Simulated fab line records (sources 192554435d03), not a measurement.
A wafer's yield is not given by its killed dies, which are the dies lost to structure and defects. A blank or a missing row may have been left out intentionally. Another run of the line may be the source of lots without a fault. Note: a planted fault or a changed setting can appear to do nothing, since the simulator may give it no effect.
Which tool is to blame? + flow n5-finfet + 24 lots, 72 wafers sampled, at 4 steps of a route of 1938

## WHAT THE GAUGES SHOWED, per wafer
N5_BEOL_M4_INSPECT_30: inspects for defects (brightfield).
| lot  | measured     | on                | raw-defect-count |
|------|--------------|-------------------|------------------|
| L074 | day 7 11:28  | defect-inspect-01 | 559 513 413      |
| L075 | day 8 05:11  | defect-inspect-02 | 314 428 312      |
| L077 | day 8 05:46  | defect-inspect-01 | 627 617 588      |
| L076 | day 8 10:53  | defect-inspect-02 | 480 453 447      |
| L078 | day 8 19:28  | defect-inspect-01 | 396 372 396      |
| L079 | day 8 20:17  | defect-inspect-02 | 383 561 432      |
| L080 | day 9 04:27  | defect-inspect-02 | 389 356 316      |
| L082 | day 9 18:31  | defect-inspect-01 | 435 521 542      |
| L081 | day 9 18:46  | defect-inspect-01 | 476 450 488      |
| L083 | day 9 20:02  | defect-inspect-01 | 406 450 373      |
| L084 | day 9 22:50  | defect-inspect-01 | 322 394 283      |
| L085 | day 10 17:59 | defect-inspect-02 | 349 399 253      |
| L087 | day 11 06:28 | defect-inspect-02 | 309 378 247      |
| L088 | day 11 09:28 | defect-inspect-01 | 345 419 341      |
| L086 | day 11 10:18 | defect-inspect-02 | 375 393 368      |
| L089 | day 11 15:14 | defect-inspect-01 | 450 393 286      |
| L090 | day 11 19:31 | defect-inspect-02 | 300 259 255      |
| L092 | day 11 22:16 | defect-inspect-01 | 355 529 502      |
| L091 | day 11 22:27 | defect-inspect-02 | 417 253 215      |
| L093 | day 12 19:35 | defect-inspect-02 | 350 365 239      |
| L094 | day 13 09:25 | defect-inspect-01 | 428 308 442      |
| L096 | day 13 11:59 | defect-inspect-02 | 382 343 303      |
| L095 | day 13 12:20 | defect-inspect-02 | 520 360 414      |
| L097 | day 13 14:14 | defect-inspect-01 | 572 465 330      |

N5_BEOL_M5_INSPECT_13: inspects for defects (brightfield).
| lot  | measured     | on                | raw-defect-count |
|------|--------------|-------------------|------------------|
| L074 | day 8 03:02  | defect-inspect-02 | 388 352 437      |
| L075 | day 8 17:52  | defect-inspect-01 | 481 388 775      |
| L077 | day 8 22:22  | defect-inspect-02 | 311 315 323      |
| L076 | day 9 01:50  | defect-inspect-01 | 416 398 404      |
| L078 | day 9 04:35  | defect-inspect-02 | 351 466 566      |
| L079 | day 9 12:07  | defect-inspect-02 | 315 376 347      |
| L080 | day 9 16:06  | defect-inspect-02 | 349 395 270      |
| L082 | day 10 03:51 | defect-inspect-01 | 568 415 701      |
| L081 | day 10 04:20 | defect-inspect-02 | 412 357 400      |
| L083 | day 10 10:20 | defect-inspect-01 | 474 493 409      |
| L084 | day 10 12:13 | defect-inspect-02 | 427 415 453      |
| L085 | day 11 04:44 | defect-inspect-01 | 694 464 457      |
| L087 | day 11 18:29 | defect-inspect-01 | 497 357 468      |
| L088 | day 11 18:40 | defect-inspect-01 | 299 369 309      |
| L086 | day 11 18:49 | defect-inspect-01 | 256 374 364      |
| L089 | day 12 03:36 | defect-inspect-02 | 373 397 310      |
| L090 | day 12 08:19 | defect-inspect-02 | 298 355 348      |
| L092 | day 12 10:16 | defect-inspect-02 | 457 429 398      |
| L091 | day 12 14:23 | defect-inspect-02 | 306 360 272      |
| L093 | day 13 04:59 | defect-inspect-02 | 347 409 398      |
| L094 | day 13 19:25 | defect-inspect-02 | 244 301 201      |
| L096 | day 13 22:51 | defect-inspect-02 | 347 381 281      |
| L095 | day 13 23:25 | defect-inspect-01 | 298 339 364      |
| L097 | day 14 02:43 | defect-inspect-02 | 675 464 384      |

## WHAT TOOL EACH LOT RAN ON (gives the tool, then ch and the chambers of the sampled wafers, and finally the start)
| lot  | N5_BEOL_M4_PRE_CLEAN_45      | N5_BEOL_M5_HM_DEP_02         |
|------|------------------------------|------------------------------|
| L074 | pvd-sputter-03, day 7 18:08  | pvd-sputter-02, day 8 02:33  |
| L075 | pvd-sputter-01, day 8 09:33  | pvd-sputter-01, day 8 17:22  |
| L077 | pvd-sputter-03, day 8 14:20  | pvd-sputter-03, day 8 21:52  |
| L076 | pvd-sputter-02, day 8 18:53  | pvd-sputter-02, day 9 01:14  |
| L078 | pvd-sputter-03, day 8 22:26  | pvd-sputter-02, day 9 04:07  |
| L079 | pvd-sputter-01, day 9 03:22  | pvd-sputter-01, day 9 11:31  |
| L080 | pvd-sputter-03, day 9 07:19  | pvd-sputter-03, day 9 15:29  |
| L082 | pvd-sputter-02, day 9 21:27  | pvd-sputter-01, day 10 03:14 |
| L081 | pvd-sputter-01, day 9 21:59  | pvd-sputter-01, day 10 03:51 |
| L083 | pvd-sputter-02, day 10 01:13 | pvd-sputter-01, day 10 09:42 |
| L084 | pvd-sputter-03, day 10 05:56 | pvd-sputter-03, day 10 11:37 |
| L085 | pvd-sputter-03, day 10 22:30 | pvd-sputter-03, day 11 04:16 |
| L087 | pvd-sputter-03, day 11 11:05 | pvd-sputter-02, day 11 17:50 |
| L088 | pvd-sputter-03, day 11 11:10 | pvd-sputter-03, day 11 17:52 |
| L086 | pvd-sputter-01, day 11 11:21 | pvd-sputter-02, day 11 18:12 |
| L089 | pvd-sputter-03, day 11 18:15 | pvd-sputter-01, day 12 03:07 |
| L090 | pvd-sputter-02, day 11 21:40 | pvd-sputter-03, day 12 07:41 |
| L092 | pvd-sputter-01, day 12 04:13 | pvd-sputter-01, day 12 09:40 |
| L091 | pvd-sputter-01, day 12 04:18 | pvd-sputter-03, day 12 13:47 |
| L093 | pvd-sputter-01, day 12 22:47 | pvd-sputter-01, day 13 04:29 |
| L094 | pvd-sputter-02, day 13 12:59 | pvd-sputter-03, day 13 18:46 |
| L096 | pvd-sputter-03, day 13 15:53 | pvd-sputter-02, day 13 22:14 |
| L095 | pvd-sputter-02, day 13 16:30 | pvd-sputter-01, day 13 22:49 |
| L097 | pvd-sputter-02, day 13 19:32 | pvd-sputter-01, day 14 02:05 |
- N5_BEOL_M4_PRE_CLEAN_45: time 30 s.
- N5_BEOL_M5_HM_DEP_02: deposits TiN, target thk 20 nm.

## AS READ BY THE TOOLS THEMSELVES (means over the sampled wafers that have a number; for cases with no such wafer, the mark the record gives instead)
N5_BEOL_M4_PRE_CLEAN_45.
| lot  | tool           | heater-power-w (W) |
|------|----------------|--------------------|
| L074 | pvd-sputter-03 | 285                |
| L075 | pvd-sputter-01 | 354                |
| L077 | pvd-sputter-03 | 292                |
| L076 | pvd-sputter-02 | 308                |
| L078 | pvd-sputter-03 | 290                |
| L079 | pvd-sputter-01 | 341                |
| L080 | pvd-sputter-03 | 301                |
| L082 | pvd-sputter-02 | 311                |
| L081 | pvd-sputter-01 | 346                |
| L083 | pvd-sputter-02 | 310                |
| L084 | pvd-sputter-03 | 305                |
| L085 | pvd-sputter-03 | 295                |
| L087 | pvd-sputter-03 | 293                |
| L088 | pvd-sputter-03 | 295                |
| L086 | pvd-sputter-01 | 357                |
| L089 | pvd-sputter-03 | 292                |
| L090 | pvd-sputter-02 | 312                |
| L092 | pvd-sputter-01 | 349                |
| L091 | pvd-sputter-01 | 347                |
| L093 | pvd-sputter-01 | 347                |
| L094 | pvd-sputter-02 | 328                |
| L096 | pvd-sputter-03 | 286                |
| L095 | pvd-sputter-02 | 329                |
| L097 | pvd-sputter-02 | 314                |

N5_BEOL_M5_HM_DEP_02.
| lot  | tool           | throttle-valve-pct (%) |
|------|----------------|------------------------|
| L074 | pvd-sputter-02 | 28.7                   |
| L075 | pvd-sputter-01 | 30.7                   |
| L077 | pvd-sputter-03 | 30.1                   |
| L076 | pvd-sputter-02 | 28.5                   |
| L078 | pvd-sputter-02 | 29.2                   |
| L079 | pvd-sputter-01 | 31.0                   |
| L080 | pvd-sputter-03 | 29.7                   |
| L082 | pvd-sputter-01 | 31.1                   |
| L081 | pvd-sputter-01 | 30.1                   |
| L083 | pvd-sputter-01 | 29.8                   |
| L084 | pvd-sputter-03 | 29.5                   |
| L085 | pvd-sputter-03 | 30.0                   |
| L087 | pvd-sputter-02 | 29.0                   |
| L088 | pvd-sputter-03 | 30.4                   |
| L086 | pvd-sputter-02 | 28.9                   |
| L089 | pvd-sputter-01 | 30.1                   |
| L090 | pvd-sputter-03 | 30.0                   |
| L092 | pvd-sputter-01 | 30.5                   |
| L091 | pvd-sputter-03 | 29.6                   |
| L093 | pvd-sputter-01 | 29.6                   |
| L094 | pvd-sputter-03 | 29.6                   |
| L096 | pvd-sputter-02 | 29.4                   |
| L095 | pvd-sputter-01 | 29.9                   |
| L097 | pvd-sputter-01 | 30.6                   |

## THE ANSWER, worked out from the rows above alone
Rule: what is usual is taken from the lots themselves. The widest of any qualifying gaps counts: lots, ordered by their means at a reading, are off when they make up no more than a third of the lots, leave a main group of 4 or more, and stand apart from it by 3 or more times the standard deviation of that group's means. A main group whose means are all the same, to the digits that the tables above print for the reading, isn't used. Also off: a lot with no number at a reading for which 4 or more lots have one. Any other lot the step has rows for is counted as sound. First the gauges in route order, then the tools' own readings, where a lot's mean is used as printed above. The first step at which some lot is off is used, and at that step the reading that is off furthest; a lot without a number counts as furthest.
No lot is off at any reading shown: from this, nothing can be told.

## WHAT THE SIMULATOR PUT IN
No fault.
